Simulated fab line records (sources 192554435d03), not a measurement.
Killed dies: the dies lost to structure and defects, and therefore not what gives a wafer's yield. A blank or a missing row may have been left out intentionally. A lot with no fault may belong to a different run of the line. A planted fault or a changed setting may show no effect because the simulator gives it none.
Which tool is to blame? | flow n5_finfet | 10 lots with 30 wafers sampled at 2 steps, on a route of 1938 steps

== WHAT THE GAUGES SHOWED, per wafer ==
N5_BEOL_M15_INSPECT_55: inspects for defects (darkfield). Usual: raw_defect_count 70, standard deviation 23.
lot  | measured     | on                | raw_defect_count | flag
L371 | day 14 12:31 | defect_inspect-02 | 100 70 65        |
L374 | day 14 15:14 | defect_inspect-01 | 34 50 40         |
L370 | day 14 18:14 | defect_inspect-01 | 49 70 72         |
L376 | day 15 06:45 | defect_inspect-01 | 85 84 113        |
L378 | day 16 02:12 | defect_inspect-02 | 81 85 66         |
L380 | day 16 08:26 | defect_inspect-02 | 50 66 64         |
L381 | day 17 00:23 | defect_inspect-01 | 91 75 85         |
L383 | day 17 11:41 | defect_inspect-01 | 57 37 92         |
L389 | day 18 19:08 | defect_inspect-01 | 58 73 37         |
L390 | day 19 19:35 | defect_inspect-01 | 62 149 60        |

N5_MIM_BOT_LITHO_CD_MEAS_08: the cd target is 3000 nm. Usual: cd_nm 3000.4 nm, standard deviation 1.2.
lot  | measured     | on        | cd_nm (nm)           | flag
L371 | day 14 15:55 | cd_sem-02 | 3001.4 3000.4 3002.3 |
L374 | day 14 20:17 | cd_sem-02 | 3000.2 2999.3 3001.8 |
L370 | day 14 22:49 | cd_sem-01 | 2999.2 2999.4 3000.3 |
L376 | day 15 10:31 | cd_sem-02 | 2999.0 3002.2 3000.0 |
L378 | day 16 06:39 | cd_sem-02 | 3000.9 3000.5 3001.3 |
L380 | day 16 11:58 | cd_sem-01 | 2999.1 2999.3 2998.8 |
L381 | day 17 05:01 | cd_sem-02 | 3000.5 3001.2 3002.1 |
L383 | day 17 17:23 | cd_sem-01 | 3002.6 3000.0 2999.8 |
L389 | day 18 23:56 | cd_sem-01 | 3002.3 3001.2 3001.3 |
L390 | day 20 01:11 | cd_sem-01 | 2999.0 2998.0 3001.1 |

== WHAT TOOL EACH LOT RAN ON (gives the tool, then ch and the chambers of the sampled wafers, and finally the start) ==
Record: no process step prior to these readings.

== AS READ BY THE TOOLS THEMSELVES (means over the sampled wafers that have a number; for cases with no such wafer, the mark the record gives instead) ==
The record holds no such reading with a usual standard deviation.

== THE ANSWER, worked out from the rows above alone ==
Rule: take the mean of a lot's wafers that have a number; if it is more than 3 standard deviations from the usual mean, the lot is off. A lot without any number at a reading at which 4 lots or more have one is off too. Any other lot the step has rows for is counted as sound. Order of review: gauges by route order, followed by the tools' own readings, for which a lot's mean as printed above is used. At the first step where some lot is off, the reading lying furthest off is the one used; lots without a number count as furthest.
No lot is off on any of the readings shown, so nothing can be concluded from this.

== WHAT HAD BEEN PUT IN BY THE SIMULATOR ==
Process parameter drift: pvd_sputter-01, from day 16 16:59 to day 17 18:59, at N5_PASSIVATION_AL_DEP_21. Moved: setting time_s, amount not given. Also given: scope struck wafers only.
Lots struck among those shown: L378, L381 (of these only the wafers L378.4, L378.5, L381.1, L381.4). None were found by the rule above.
